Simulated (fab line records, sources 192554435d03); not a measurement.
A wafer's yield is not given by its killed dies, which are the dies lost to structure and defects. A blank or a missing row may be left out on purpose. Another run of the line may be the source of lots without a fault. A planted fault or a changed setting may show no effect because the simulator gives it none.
fab line records -- flow n5-finfet
record lots=24, wafers=72, last-day=21
route steps=1938 shown BEOL_M14@1771 BEOL_M15@1783 MIM_BOT@1832
lots untouched by any fault: they come from a run of this same line in which no faults occurred
start-h: hours from the record's opening day to when the first of the lot's shown wafers began -- wait-h: how many hours have passed since the lot's step before this one -- " repeats the value in the row above -- L1.1+2: a single row standing in for several wafers -- - no value, or no start was given -- * or withheld: withheld -- < > ~ a bound
route shown NAME@n: NAME is a module with steps in the file, n the number in the route of the first one -- usual: average and standard deviation across the fault-free wafers -- same: alike in all rows -- chamber/n: place in a boat -- sites: per-site readings -- _std_site: standard deviation across them -- _edge_site: inner sites' mean taken away from outer sites' mean -- radius-mm: for every site, how far away it sits from the centre of the wafer -- mask NAME#n: copy n -- behind: tool/chamber where the wafer was last shaped -- hold: reason for holding the lot/hours on hold/outcome of the hold -- device: the transistor (n, p or np) that didn't switch -- end of line: tests of these same wafers at the route's end -- step lacking rows: just its recipe -- killed: the dies lost at the first sort to structure and to defects; this is not the yield of the wafer -- map: per-die view of a wafer (x killed, . not killed, _ where there is no die)
set.NAME: the setting the step ran with; set.NAME@STEP: the setting that earlier step ran with -- model.NAME: the simulator's own value behind a step, which no gauge read
route steps across a sampled set of lots; one table per step, one row per wafer
services: from which hour (start-h, from the record's first day; less than 0 if before it) a tool's chamber was out of use, for how many hours, and why
## steps
# step N5_BEOL_M14_RS_MEAS_54
# recipe thk-meas-gauge=four-point-probe, reads=Cu_of_BEOL_M14_ECD_47+Ta_of_BEOL_M14_SPUTTER_44+TaN_of_BEOL_M14_SPUTTER_43
# usual M14_RS=0.0338/0.0012
lot.wafer,tool,chamber,start-h,wait-h,M14_RS[ohm/sq]
L075.1,film-metro-01,-,312.96,0.1,0.0337
L075.3,film-metro-01,-,312.96,0.1,0.0332
L075.6,film-metro-01,-,312.96,0.1,0.0329
L074.3,film-metro-01,-,319.73,0.1,0.0328
L074.4,film-metro-01,-,319.73,0.1,0.0362
L074.6,film-metro-01,-,319.73,0.1,0.0330
L076.1,film-metro-02,-,331.61,0.0,0.0344
L076.4,film-metro-02,-,331.61,0.0,0.0347
L076.6,film-metro-02,-,331.61,0.0,0.0343
L077.3,film-metro-02,-,337.48,0.1,0.0339
L077.5,film-metro-02,-,337.48,0.1,0.0338
L077.6,film-metro-02,-,337.48,0.1,0.0340
L080.2,film-metro-01,-,344.53,0.1,0.0327
L080.3,film-metro-01,-,344.53,0.1,0.0343
L080.5,film-metro-01,-,344.53,0.1,0.0329
L081.1,film-metro-02,-,348.67,0.0,0.0325
L081.2,film-metro-02,-,348.67,0.0,0.0345
L081.5,film-metro-02,-,348.67,0.0,0.0325
L079.2,film-metro-02,-,360.35,0.1,0.0320
L079.3,film-metro-02,-,360.35,0.1,0.0328
L079.4,film-metro-02,-,360.35,0.1,0.0332
L082.2,film-metro-02,-,365.66,0.1,0.0344
L082.5,film-metro-02,-,365.66,0.1,0.0348
L082.6,film-metro-02,-,365.66,0.1,0.0333
L078.2,film-metro-02,-,366.79,0.1,0.0358
L078.4,film-metro-02,-,366.79,0.1,0.0319
L078.6,film-metro-02,-,366.79,0.1,0.0318
L083.2,film-metro-01,-,367.81,0.1,0.0344
L083.3,film-metro-01,-,367.81,0.1,0.0331
L083.4,film-metro-01,-,367.81,0.1,0.0347
L085.1,film-metro-02,-,377.21,0.0,0.0318
L085.2,film-metro-02,-,377.21,0.0,0.0330
L085.3,film-metro-02,-,377.21,0.0,0.0330
L086.3,film-metro-02,-,387.76,0.1,0.0358
L086.4,film-metro-02,-,387.76,0.1,0.0332
L086.5,film-metro-02,-,387.76,0.1,0.0331
L084.2,film-metro-01,-,397.66,0.1,0.0359
L084.4,film-metro-01,-,397.66,0.1,0.0324
L084.5,film-metro-01,-,397.66,0.1,0.0362
L089.2,film-metro-02,-,400.43,0.1,0.0345
L089.4,film-metro-02,-,400.43,0.1,0.0346
L089.6,film-metro-02,-,400.43,0.1,0.0347
L088.3,film-metro-02,-,403.58,0.1,0.0346
L088.5,film-metro-02,-,403.58,0.1,0.0323
L088.6,film-metro-02,-,403.58,0.1,0.0344
L087.2,film-metro-01,-,410.47,0.1,0.0344
L087.3,film-metro-01,-,410.47,0.1,0.0348
L087.5,film-metro-01,-,410.47,0.1,0.0344
L091.1,film-metro-01,-,415.14,0.0,0.0329
L091.2,film-metro-01,-,415.14,0.0,0.0348
L091.4,film-metro-01,-,415.14,0.0,0.0339
L090.2,film-metro-01,-,426.94,0.1,0.0358
L090.4,film-metro-01,-,426.94,0.1,0.0325
L090.5,film-metro-01,-,426.94,0.1,0.0357
L093.1,film-metro-02,-,430.99,0.0,0.0349
L093.5,film-metro-02,-,430.99,0.0,0.0343
L093.6,film-metro-02,-,430.99,0.0,0.0348
L094.2,film-metro-01,-,437.23,0.1,0.0359
L094.3,film-metro-01,-,437.23,0.1,0.0332
L094.4,film-metro-01,-,437.23,0.1,0.0324
L092.1,film-metro-02,-,448.17,0.0,0.0328
L092.4,film-metro-02,-,448.17,0.0,0.0324
L092.6,film-metro-02,-,448.17,0.0,0.0362
L097.1,film-metro-02,-,455.86,0.0,0.0329
L097.2,film-metro-02,-,455.86,0.0,0.0331
L097.4,film-metro-02,-,455.86,0.0,0.0366
L096.2,film-metro-02,-,458.90,0.1,0.0363
L096.3,film-metro-02,-,458.90,0.1,0.0325
L096.4,film-metro-02,-,458.90,0.1,0.0331
L095.2,film-metro-01,-,488.73,0.1,0.0345
L095.3,film-metro-01,-,488.73,0.1,0.0326
L095.5,film-metro-01,-,488.73,0.1,0.0327
# step N5_BEOL_M14_INSPECT_55
# recipe inspect-instrument=darkfield, mode=post-dep
# usual raw-defect-count=74/25
lot.wafer,tool,chamber,start-h,wait-h,raw-defect-count
L075.1,defect-inspect-02,-,312.99,0.0,56
L075.3,defect-inspect-02,-,312.99,0.0,55
L075.6,defect-inspect-02,-,312.99,0.0,69
L074.3,defect-inspect-01,-,319.75,0.0,56
L074.4,defect-inspect-01,-,319.75,0.0,56
L074.6,defect-inspect-01,-,319.75,0.0,48
L076.1,defect-inspect-01,-,331.63,0.0,49
L076.4,defect-inspect-01,-,331.63,0.0,78
L076.6,defect-inspect-01,-,331.63,0.0,90
L077.3,defect-inspect-02,-,337.50,0.0,68
L077.5,defect-inspect-02,-,337.50,0.0,88
L077.6,defect-inspect-02,-,337.50,0.0,26
L080.2,defect-inspect-02,-,344.56,0.0,41
L080.3,defect-inspect-02,-,344.56,0.0,53
L080.5,defect-inspect-02,-,344.56,0.0,41
L081.1,defect-inspect-02,-,348.70,0.0,63
L081.2,defect-inspect-02,-,348.70,0.0,75
L081.5,defect-inspect-02,-,348.70,0.0,67
L079.2,defect-inspect-02,-,360.37,0.0,74
L079.3,defect-inspect-02,-,360.37,0.0,83
L079.4,defect-inspect-02,-,360.37,0.0,53
L082.2,defect-inspect-01,-,365.69,0.0,52
L082.5,defect-inspect-01,-,365.69,0.0,48
L082.6,defect-inspect-01,-,365.69,0.0,55
L078.2,defect-inspect-01,-,366.82,0.0,48
L078.4,defect-inspect-01,-,366.82,0.0,69
L078.6,defect-inspect-01,-,366.82,0.0,75
L083.2,defect-inspect-02,-,367.84,0.0,117
L083.3,defect-inspect-02,-,367.84,0.0,111
L083.4,defect-inspect-02,-,367.84,0.0,72
L085.1,defect-inspect-02,-,377.23,0.0,110
L085.2,defect-inspect-02,-,377.23,0.0,64
L085.3,defect-inspect-02,-,377.23,0.0,120
L086.3,defect-inspect-01,-,387.79,0.0,75
L086.4,defect-inspect-01,-,387.79,0.0,61
L086.5,defect-inspect-01,-,387.79,0.0,107
L084.2,defect-inspect-02,-,397.68,0.0,78
L084.4,defect-inspect-02,-,397.68,0.0,63
L084.5,defect-inspect-02,-,397.68,0.0,67
L089.2,defect-inspect-02,-,400.46,0.0,71
L089.4,defect-inspect-02,-,400.46,0.0,113
L089.6,defect-inspect-02,-,400.46,0.0,92
L088.3,defect-inspect-02,-,403.60,0.0,57
L088.5,defect-inspect-02,-,403.60,0.0,46
L088.6,defect-inspect-02,-,403.60,0.0,58
L087.2,defect-inspect-01,-,410.50,0.0,112
L087.3,defect-inspect-01,-,410.50,0.0,67
L087.5,defect-inspect-01,-,410.50,0.0,96
L091.1,defect-inspect-01,-,415.17,0.0,48
L091.2,defect-inspect-01,-,415.17,0.0,89
L091.4,defect-inspect-01,-,415.17,0.0,80
L090.2,defect-inspect-01,-,426.97,0.0,93
L090.4,defect-inspect-01,-,426.97,0.0,96
L090.5,defect-inspect-01,-,426.97,0.0,52
L093.1,defect-inspect-01,-,431.01,0.0,37
L093.5,defect-inspect-01,-,431.01,0.0,48
L093.6,defect-inspect-01,-,431.01,0.0,46
L094.2,defect-inspect-01,-,437.25,0.0,111
L094.3,defect-inspect-01,-,437.25,0.0,115
L094.4,defect-inspect-01,-,437.25,0.0,85
L092.1,defect-inspect-02,-,448.20,0.0,116
L092.4,defect-inspect-02,-,448.20,0.0,58
L092.6,defect-inspect-02,-,448.20,0.0,54
L097.1,defect-inspect-02,-,455.88,0.0,65
L097.2,defect-inspect-02,-,455.88,0.0,90
L097.4,defect-inspect-02,-,455.88,0.0,101
L096.2,defect-inspect-02,-,458.92,0.0,92
L096.3,defect-inspect-02,-,458.92,0.0,85
L096.4,defect-inspect-02,-,458.92,0.0,69
L095.2,defect-inspect-01,-,488.75,0.0,73
L095.3,defect-inspect-01,-,488.75,0.0,92
L095.5,defect-inspect-01,-,488.75,0.0,54
# step N5_BEOL_M15_CD_MEAS_10
# recipe target-cd-nm=360, landing-energy-ev=500, detector=se-inlens, polarity=opening
# usual cd-nm=359.5/2.2
lot.wafer,tool,chamber,start-h,wait-h,cd-nm
L075.1,cd-sem-02,0,313.58,-,360.3
L075.3,cd-sem-02,0,313.58,-,357.5
L075.6,cd-sem-02,0,313.58,-,355.8
L074.3,cd-sem-01,0,320.47,-,354.0
L074.4,cd-sem-01,0,320.47,-,360.4
L074.6,cd-sem-01,0,320.47,-,357.7
L076.1,cd-sem-02,0,332.22,-,357.9
L076.4,cd-sem-02,0,332.22,-,356.1
L076.6,cd-sem-02,0,332.22,-,354.0
L077.3,cd-sem-03,0,338.22,-,359.6
L077.5,cd-sem-03,0,338.22,-,362.4
L077.6,cd-sem-03,0,338.22,-,358.6
L080.2,cd-sem-02,0,345.15,-,359.0
L080.3,cd-sem-02,0,345.15,-,357.1
L080.5,cd-sem-02,0,345.15,-,357.4
L081.1,cd-sem-02,0,349.41,-,364.5
L081.2,cd-sem-02,0,349.41,-,363.2
L081.5,cd-sem-02,0,349.41,-,361.2
L079.2,cd-sem-02,0,360.97,-,361.2
L079.3,cd-sem-02,0,360.97,-,360.7
L079.4,cd-sem-02,0,360.97,-,357.3
L082.2,cd-sem-01,0,366.40,-,361.3
L082.5,cd-sem-01,0,366.40,-,361.5
L082.6,cd-sem-01,0,366.40,-,359.1
L078.2,cd-sem-02,0,367.41,-,357.4
L078.4,cd-sem-02,0,367.41,-,357.9
L078.6,cd-sem-02,0,367.41,-,359.2
L083.2,cd-sem-03,0,368.43,-,359.2
L083.3,cd-sem-03,0,368.43,-,354.6
L083.4,cd-sem-03,0,368.43,-,361.0
L085.1,cd-sem-02,0,377.95,-,359.6
L085.2,cd-sem-02,0,377.95,-,356.2
L085.3,cd-sem-02,0,377.95,-,357.3
L086.3,cd-sem-03,0,388.38,-,363.2
L086.4,cd-sem-03,0,388.38,-,360.9
L086.5,cd-sem-03,0,388.38,-,362.2
L084.2,cd-sem-03,0,398.28,-,363.4
L084.4,cd-sem-03,0,398.28,-,360.3
L084.5,cd-sem-03,0,398.28,-,360.6
L089.2,cd-sem-01,0,401.05,-,359.5
L089.4,cd-sem-01,0,401.05,-,358.2
L089.6,cd-sem-01,0,401.05,-,357.3
L088.3,cd-sem-02,0,404.32,-,360.9
L088.5,cd-sem-02,0,404.32,-,359.5
L088.6,cd-sem-02,0,404.32,-,361.6
L087.2,cd-sem-01,0,411.09,-,360.8
L087.3,cd-sem-01,0,411.09,-,359.1
L087.5,cd-sem-01,0,411.09,-,362.2
L091.1,cd-sem-02,0,415.76,-,356.3
L091.2,cd-sem-02,0,415.76,-,360.6
L091.4,cd-sem-02,0,415.76,-,360.4
L090.2,cd-sem-03,0,427.56,-,357.9
L090.4,cd-sem-03,0,427.56,-,356.9
L090.5,cd-sem-03,0,427.56,-,358.6
L093.1,cd-sem-03,0,431.60,-,358.6
L093.5,cd-sem-03,0,431.60,-,365.5
L093.6,cd-sem-03,0,431.60,-,360.0
L094.2,cd-sem-01,0,438.08,-,357.8
L094.3,cd-sem-01,0,438.08,-,355.1
L094.4,cd-sem-01,0,438.08,-,358.0
L092.1,cd-sem-02,0,448.91,-,361.0
L092.4,cd-sem-02,0,448.91,-,359.7
L092.6,cd-sem-02,0,448.91,-,358.3
L097.1,cd-sem-02,0,456.50,-,360.6
L097.2,cd-sem-02,0,456.50,-,363.7
L097.4,cd-sem-02,0,456.50,-,362.6
L096.2,cd-sem-02,0,459.51,-,358.5
L096.3,cd-sem-02,0,459.51,-,358.9
L096.4,cd-sem-02,0,459.51,-,359.0
L095.2,cd-sem-03,0,489.47,-,362.6
L095.3,cd-sem-03,0,489.47,-,361.0
L095.5,cd-sem-03,0,489.47,-,361.4
# step N5_BEOL_M15_VIA_ETCH_16
# recipe chemistry=C4F8/O2/Ar, target=SiO2, he-inner-torr=15, he-outer-torr=30, target-depth-a=17922, time-s=withheld, ion-energy-ev=800, pressure-mtorr=20, source-w=1905, bias-w=2040, Ar_flow_sccm=400, C4F8_flow_sccm=16, O2_flow_sccm=12, ends=cleared
# usual drypump-motor-current-A=5.7/0.33, he-inner-torr=15.00/0.032, oes-product-au=0.72/0.075, rf-fwd-power-W=1903/6, rf-vpp-V=2211/36, showerhead-plenum-p-Torr=3.41/0.12, throttle-valve-pct=30.8/0.31
lot.wafer,tool,chamber,start-h,wait-h,drypump-motor-current-A,he-inner-torr,oes-product-au,rf-fwd-power-W,rf-vpp-V,showerhead-plenum-p-Torr,throttle-valve-pct
L075.1,rie-diel-02,2,313.79,0.0,5.6,14.99,0.67,1909,2180,3.18,31.2
L075.3,rie-diel-02,1,313.79,0.0,5.4,15.02,0.67,1916,2236,3.32,30.8
L075.6,rie-diel-02,0,313.79,0.0,5.8,14.97,0.85,1903,2184,3.41,31.3
L074.3,rie-diel-06,2,320.64,0.0,5.2,15.02,0.75,1903,2138,3.52,30.7
L074.4,rie-diel-06,3,320.64,0.0,5.4,15.02,0.76,1903,2254,3.35,30.8
L074.6,rie-diel-06,2,320.64,0.0,5.2,14.95,0.74,1902,2139,3.52,30.7
L076.1,rie-diel-02,0,332.40,0.0,5.8,14.97,0.83,1909,2184,3.41,31.3
L076.4,rie-diel-02,2,332.40,0.0,5.7,15.01,0.67,1897,2180,3.18,31.2
L076.6,rie-diel-02,1,332.40,0.0,5.4,15.06,0.67,1909,2234,3.32,30.7
L077.3,rie-diel-06,1,338.40,0.0,5.5,14.99,0.89,1900,2209,3.49,30.3
L077.5,rie-diel-06,2,338.40,0.0,5.2,15.00,0.74,1902,2139,3.51,30.7
L077.6,rie-diel-06,1,338.40,0.0,5.5,14.95,0.90,1894,2210,3.49,30.3
L080.2,rie-diel-02,0,345.32,0.0,5.8,14.95,0.82,1904,2184,3.41,31.3
L080.3,rie-diel-02,3,345.32,0.0,5.9,15.03,0.64,1908,2262,3.50,30.7
L080.5,rie-diel-02,0,345.32,0.0,5.8,14.98,0.82,1889,2182,3.41,31.3
L081.1,rie-diel-06,0,349.59,0.0,6.2,14.98,0.69,1907,2171,3.42,30.5
L081.2,rie-diel-06,1,349.59,0.0,5.5,14.99,0.88,1908,2208,3.48,30.3
L081.5,rie-diel-06,1,349.59,0.0,5.5,15.00,0.89,1909,2208,3.48,30.3
L079.2,rie-diel-02,2,361.14,0.0,5.6,15.04,0.66,1903,2179,3.18,31.1
L079.3,rie-diel-02,3,361.14,0.0,5.9,15.08,0.64,1908,2263,3.50,30.8
L079.4,rie-diel-02,1,361.14,0.0,5.4,14.97,0.65,1914,2235,3.32,30.8
L082.2,rie-diel-02,2,366.78,0.0,5.7,15.02,0.66,1903,2179,3.18,31.2
L082.5,rie-diel-02,2,366.78,0.0,5.7,14.99,0.65,1899,2179,3.18,31.2
L082.6,rie-diel-02,3,366.78,0.0,5.9,14.97,0.63,1906,2262,3.50,30.8
L078.2,rie-diel-02,3,367.68,0.0,5.9,14.95,0.63,1908,2261,3.50,30.8
L078.4,rie-diel-02,1,367.68,0.0,5.4,14.99,0.66,1901,2235,3.31,30.8
L078.6,rie-diel-02,2,367.68,0.0,5.7,15.04,0.66,1895,2180,3.18,31.2
L083.2,rie-diel-03,1,368.80,0.0,5.8,14.93,0.86,1900,2197,3.48,31.1
L083.3,rie-diel-03,2,368.80,0.0,6.3,14.97,0.73,1904,2224,3.55,30.5
L083.4,rie-diel-03,3,368.80,0.0,5.2,15.04,0.76,1890,2197,3.63,30.9
L085.1,rie-diel-03,3,378.24,0.0,5.2,15.03,0.75,1898,2194,3.63,30.9
L085.2,rie-diel-03,0,378.24,0.0,6.1,14.98,0.70,1900,2262,3.39,30.4
L085.3,rie-diel-03,2,378.24,0.0,6.2,15.04,0.74,1903,2222,3.55,30.6
L086.3,rie-diel-02,1,388.57,0.0,5.4,14.95,0.66,1917,2236,3.31,30.8
L086.4,rie-diel-02,3,388.57,0.0,5.9,14.96,0.63,1899,2264,3.50,30.8
L086.5,rie-diel-02,1,388.57,0.0,5.4,14.99,0.67,1918,2235,3.31,30.8
L084.2,rie-diel-03,2,398.46,0.0,6.2,15.00,0.72,1902,2223,3.55,30.6
L084.4,rie-diel-03,0,398.46,0.0,6.2,15.00,0.70,1903,2263,3.39,30.4
L084.5,rie-diel-03,0,398.46,0.0,6.2,15.00,0.69,1909,2263,3.39,30.3
L089.2,rie-diel-02,1,401.22,0.0,5.4,15.03,0.65,1899,2235,3.31,30.8
L089.4,rie-diel-02,2,401.22,0.0,5.7,15.00,0.65,1896,2177,3.17,31.2
L089.6,rie-diel-02,2,401.22,0.0,5.7,14.99,0.65,1906,2178,3.17,31.2
L088.3,rie-diel-02,2,404.50,0.0,5.7,15.03,0.66,1897,2177,3.17,31.2
L088.5,rie-diel-02,3,404.50,0.0,5.9,14.98,0.63,1904,2262,3.49,30.8
L088.6,rie-diel-02,2,404.50,0.0,5.6,15.03,0.65,1893,2178,3.17,31.2
L087.2,rie-diel-02,1,411.26,0.0,5.4,14.98,0.66,1907,2234,3.31,30.8
L087.3,rie-diel-02,3,411.26,0.0,5.9,14.98,0.63,1905,2263,3.49,30.8
L087.5,rie-diel-02,3,411.26,0.0,5.9,15.04,0.63,1907,2262,3.49,30.8
L091.1,rie-diel-03,0,415.94,0.0,6.1,14.98,0.69,1897,2263,3.39,30.4
L091.2,rie-diel-03,1,415.94,0.0,5.8,14.98,0.82,1901,2196,3.48,31.1
L091.4,rie-diel-03,3,415.94,0.0,5.2,15.04,0.73,1898,2196,3.62,30.9
L090.2,rie-diel-02,0,427.90,0.0,5.8,15.05,0.79,1901,2183,3.39,31.3
L090.4,rie-diel-02,3,427.90,0.0,5.9,14.98,0.63,1905,2260,3.49,30.8
L090.5,rie-diel-02,0,427.90,0.0,5.8,15.00,0.79,1897,2180,3.39,31.3
L093.1,rie-diel-03,0,432.15,0.0,6.1,15.05,0.70,1906,2263,3.38,30.4
L093.5,rie-diel-03,3,432.15,0.0,5.2,15.04,0.72,1903,2193,3.62,30.9
L093.6,rie-diel-03,0,432.15,0.0,6.2,14.97,0.69,1905,2262,3.38,30.4
L094.2,rie-diel-02,0,438.25,0.0,5.8,15.00,0.78,1899,2182,3.39,31.3
L094.3,rie-diel-02,1,438.25,0.0,5.4,14.96,0.64,1898,2235,3.30,30.8
L094.4,rie-diel-02,1,438.25,0.0,5.4,14.99,0.65,1900,2234,3.30,30.8
L092.1,rie-diel-06,2,449.09,0.0,5.2,15.01,0.71,1898,2139,3.50,30.8
L092.4,rie-diel-06,3,449.09,0.0,5.4,15.03,0.72,1916,2253,3.33,30.8
L092.6,rie-diel-06,1,449.09,0.0,5.5,15.02,0.84,1909,2207,3.47,30.3
L097.1,rie-diel-03,0,456.68,0.0,6.2,14.98,0.68,1901,2261,3.38,30.4
L097.2,rie-diel-03,2,456.68,0.0,6.3,15.01,0.70,1900,2224,3.53,30.6
L097.4,rie-diel-03,1,456.68,0.0,5.8,15.00,0.82,1903,2197,3.47,31.1
L096.2,rie-diel-03,3,459.69,0.0,5.1,15.05,0.72,1901,2195,3.61,30.9
L096.3,rie-diel-03,0,459.69,0.0,6.2,15.04,0.68,1891,2262,3.38,30.4
L096.4,rie-diel-03,2,459.69,0.0,6.3,15.02,0.70,1905,2222,3.53,30.6
L095.2,rie-diel-06,3,489.64,0.0,5.4,14.99,0.70,1921,2251,3.32,30.8
L095.3,rie-diel-06,0,489.64,0.0,6.2,15.01,0.66,1906,2169,3.40,30.6
L095.5,rie-diel-06,3,489.64,0.0,5.4,14.99,0.70,1917,2251,3.32,30.8
# step N5_BEOL_M15_CD_MEAS_17
# recipe target-cd-nm=360, polarity=opening
# usual cd-nm=360/3.1
lot.wafer,tool,chamber,start-h,wait-h,cd-nm
L075.1,cd-sem-01,-,314.20,0.0,361
L075.3,cd-sem-01,-,314.20,0.0,355
L075.6,cd-sem-01,-,314.20,0.0,358
L074.3,cd-sem-02,-,321.06,0.0,353
L074.4,cd-sem-02,-,321.06,0.0,361
L074.6,cd-sem-02,-,321.06,0.0,358
L076.1,cd-sem-01,-,332.81,0.0,359
L076.4,cd-sem-01,-,332.81,0.0,358
L076.6,cd-sem-01,-,332.81,0.0,351
L077.3,cd-sem-01,-,338.82,0.0,361
L077.5,cd-sem-01,-,338.82,0.0,363
L077.6,cd-sem-01,-,338.82,0.0,360
L080.2,cd-sem-02,-,345.73,0.0,361
L080.3,cd-sem-02,-,345.73,0.0,357
L080.5,cd-sem-02,-,345.73,0.0,359
L081.1,cd-sem-02,-,350.00,0.0,369
L081.2,cd-sem-02,-,350.00,0.0,364
L081.5,cd-sem-02,-,350.00,0.0,363
L079.2,cd-sem-02,-,361.55,0.0,361
L079.3,cd-sem-02,-,361.55,0.0,362
L079.4,cd-sem-02,-,361.55,0.0,357
L082.2,cd-sem-03,-,367.20,0.0,361
L082.5,cd-sem-03,-,367.20,0.0,362
L082.6,cd-sem-03,-,367.20,0.0,362
L078.2,cd-sem-03,-,368.09,0.0,359
L078.4,cd-sem-03,-,368.09,0.0,357
L078.6,cd-sem-03,-,368.09,0.0,360
L083.2,cd-sem-03,-,369.21,0.0,359
L083.3,cd-sem-03,-,369.21,0.0,353
L083.4,cd-sem-03,-,369.21,0.0,362
L085.1,cd-sem-01,-,378.65,0.0,360
L085.2,cd-sem-01,-,378.65,0.0,360
L085.3,cd-sem-01,-,378.65,0.0,355
L086.3,cd-sem-03,-,388.99,0.0,361
L086.4,cd-sem-03,-,388.99,0.0,362
L086.5,cd-sem-03,-,388.99,0.0,361
L084.2,cd-sem-02,-,398.87,0.0,362
L084.4,cd-sem-02,-,398.87,0.0,364
L084.5,cd-sem-02,-,398.87,0.0,365
L089.2,cd-sem-03,-,401.63,0.0,356
L089.4,cd-sem-03,-,401.63,0.0,358
L089.6,cd-sem-03,-,401.63,0.0,357
L088.3,cd-sem-01,-,404.92,0.0,360
L088.5,cd-sem-01,-,404.92,0.0,359
L088.6,cd-sem-01,-,404.92,0.0,362
L087.2,cd-sem-02,-,411.68,0.0,360
L087.3,cd-sem-02,-,411.68,0.0,360
L087.5,cd-sem-02,-,411.68,0.0,362
L091.1,cd-sem-02,-,416.35,0.0,360
L091.2,cd-sem-02,-,416.35,0.0,362
L091.4,cd-sem-02,-,416.35,0.0,361
L090.2,cd-sem-01,-,428.31,0.0,359
L090.4,cd-sem-01,-,428.31,0.0,356
L090.5,cd-sem-01,-,428.31,0.0,361
L093.1,cd-sem-03,-,432.57,0.0,363
L093.5,cd-sem-03,-,432.57,0.0,366
L093.6,cd-sem-03,-,432.57,0.0,364
L094.2,cd-sem-03,-,438.66,0.0,360
L094.3,cd-sem-03,-,438.66,0.0,354
L094.4,cd-sem-03,-,438.66,0.0,357
L092.1,cd-sem-01,-,449.50,0.0,361
L092.4,cd-sem-01,-,449.50,0.0,359
L092.6,cd-sem-01,-,449.50,0.0,361
L097.1,cd-sem-03,-,457.13,0.0,364
L097.2,cd-sem-03,-,457.13,0.0,363
L097.4,cd-sem-03,-,457.13,0.0,365
L096.2,cd-sem-03,-,460.10,0.0,359
L096.3,cd-sem-03,-,460.10,0.0,362
L096.4,cd-sem-03,-,460.10,0.0,360
L095.2,cd-sem-02,-,490.05,0.0,362
L095.3,cd-sem-02,-,490.05,0.0,365
L095.5,cd-sem-02,-,490.05,0.0,363
# step N5_MIM_BOT_DEGAS_01
# recipe ambient=vacuum, temp-c=300, time-s=60
# usual heater-power-w=455/45
lot.wafer,tool,chamber,start-h,wait-h,heater-power-w
L075.1,pvd-sputter-03,-,322.65,2.7,448
L075.3,pvd-sputter-03,-,322.65,2.7,416
L075.6,pvd-sputter-03,-,322.65,2.7,419
L074.3,pvd-sputter-01,-,326.46,0.9,446
L074.4,pvd-sputter-01,-,326.46,0.9,454
L074.6,pvd-sputter-01,-,326.46,0.9,452
L076.1,pvd-sputter-01,-,338.78,0.5,474
L076.4,pvd-sputter-01,-,338.78,0.5,452
L076.6,pvd-sputter-01,-,338.78,0.5,439
L077.3,pvd-sputter-03,-,346.23,1.2,450
L077.5,pvd-sputter-03,-,346.23,1.2,408
L077.6,pvd-sputter-03,-,346.23,1.2,459
L080.2,pvd-sputter-03,-,350.78,0.7,465
L080.3,pvd-sputter-03,-,350.78,0.7,455
L080.5,pvd-sputter-03,-,350.78,0.7,458
L081.1,pvd-sputter-03,-,356.88,1.4,463
L081.2,pvd-sputter-03,-,356.88,1.4,412
L081.5,pvd-sputter-03,-,356.88,1.4,455
L079.2,pvd-sputter-01,-,370.78,1.6,448
L079.3,pvd-sputter-01,-,370.78,1.6,472
L079.4,pvd-sputter-01,-,370.78,1.6,442
L082.2,pvd-sputter-02,-,375.22,1.6,442
L082.5,pvd-sputter-02,-,375.22,1.6,571
L082.6,pvd-sputter-02,-,375.22,1.6,431
L078.2,pvd-sputter-02,-,375.54,1.4,421
L078.4,pvd-sputter-02,-,375.54,1.4,436
L078.6,pvd-sputter-02,-,375.54,1.4,438
L083.2,pvd-sputter-02,-,375.66,0.8,571
L083.3,pvd-sputter-02,-,375.66,0.8,536
L083.4,pvd-sputter-02,-,375.66,0.8,449
L085.1,pvd-sputter-03,-,386.26,2.4,421
L085.2,pvd-sputter-03,-,386.26,2.4,416
L085.3,pvd-sputter-03,-,386.26,2.4,452
L086.3,pvd-sputter-03,-,393.91,0.7,415
L086.4,pvd-sputter-03,-,393.91,0.7,449
L086.5,pvd-sputter-03,-,393.91,0.7,417
L084.2,pvd-sputter-03,-,405.27,0.6,425
L084.4,pvd-sputter-03,-,405.27,0.6,465
L084.5,pvd-sputter-03,-,405.27,0.6,461
L089.2,pvd-sputter-02,-,408.79,0.9,578
L089.4,pvd-sputter-02,-,408.79,0.9,437
L089.6,pvd-sputter-02,-,408.79,0.9,549
L088.3,pvd-sputter-01,-,413.30,1.5,449
L088.5,pvd-sputter-01,-,413.30,1.5,474
L088.6,pvd-sputter-01,-,413.30,1.5,476
L087.2,pvd-sputter-03,-,416.72,0.3,454
L087.3,pvd-sputter-03,-,416.72,0.3,405
L087.5,pvd-sputter-03,-,416.72,0.3,413
L091.1,pvd-sputter-03,-,422.08,0.0,426
L091.2,pvd-sputter-03,-,422.08,0.0,453
L091.4,pvd-sputter-03,-,422.08,0.0,456
L090.2,pvd-sputter-03,-,435.81,1.8,425
L090.4,pvd-sputter-03,-,435.81,1.8,419
L090.5,pvd-sputter-03,-,435.81,1.8,444
L093.1,pvd-sputter-01,-,439.52,1.0,467
L093.5,pvd-sputter-01,-,439.52,1.0,449
L093.6,pvd-sputter-01,-,439.52,1.0,447
L094.2,pvd-sputter-02,-,444.02,1.1,560
L094.3,pvd-sputter-02,-,444.02,1.1,445
L094.4,pvd-sputter-02,-,444.02,1.1,549
L092.1,pvd-sputter-03,-,454.47,0.3,416
L092.4,pvd-sputter-03,-,454.47,0.3,439
L092.6,pvd-sputter-03,-,454.47,0.3,417
L097.1,pvd-sputter-02,-,462.96,0.7,442
L097.2,pvd-sputter-02,-,462.96,0.7,557
L097.4,pvd-sputter-02,-,462.96,0.7,439
L096.2,pvd-sputter-02,-,466.16,1.8,434
L096.3,pvd-sputter-02,-,466.16,1.8,426
L096.4,pvd-sputter-02,-,466.16,1.8,537
L095.2,pvd-sputter-03,-,496.77,2.2,453
L095.3,pvd-sputter-03,-,496.77,2.2,444
L095.5,pvd-sputter-03,-,496.77,2.2,454
## services
tool,chamber,start-h,hours,kind
rie-diel-03,1,291.62,-,clean
rie-diel-03,1,291.62,-,consumable-replace:focus-ring
rie-diel-03,1,291.62,13.8,scheduled-down
rie-diel-03,1,291.62,13.8,vent-cycle
rie-diel-03,1,329.37,6.6,repair
rie-diel-03,1,340.94,8.2,repair
rie-diel-03,0,353.27,4.3,repair
rie-diel-02,0,384.42,8.9,repair
rie-diel-02,1,402.36,6.6,repair
rie-diel-02,2,408.53,8.2,repair
rie-diel-06,-,416.45,15.6,pm
pvd-sputter-03,-,423.06,8.9,repair
rie-diel-03,1,423.86,10.7,repair
rie-diel-02,3,433.54,-,clean
rie-diel-02,3,433.54,-,consumable-replace:focus-ring
rie-diel-02,3,433.54,21.6,scheduled-down
rie-diel-02,3,433.54,21.6,vent-cycle
rie-diel-03,2,433.58,1.2,repair
pvd-sputter-01,-,443.95,4.9,repair
pvd-sputter-03,-,444.22,1.9,repair
pvd-sputter-02,-,487.64,2.6,repair
## key
fault none
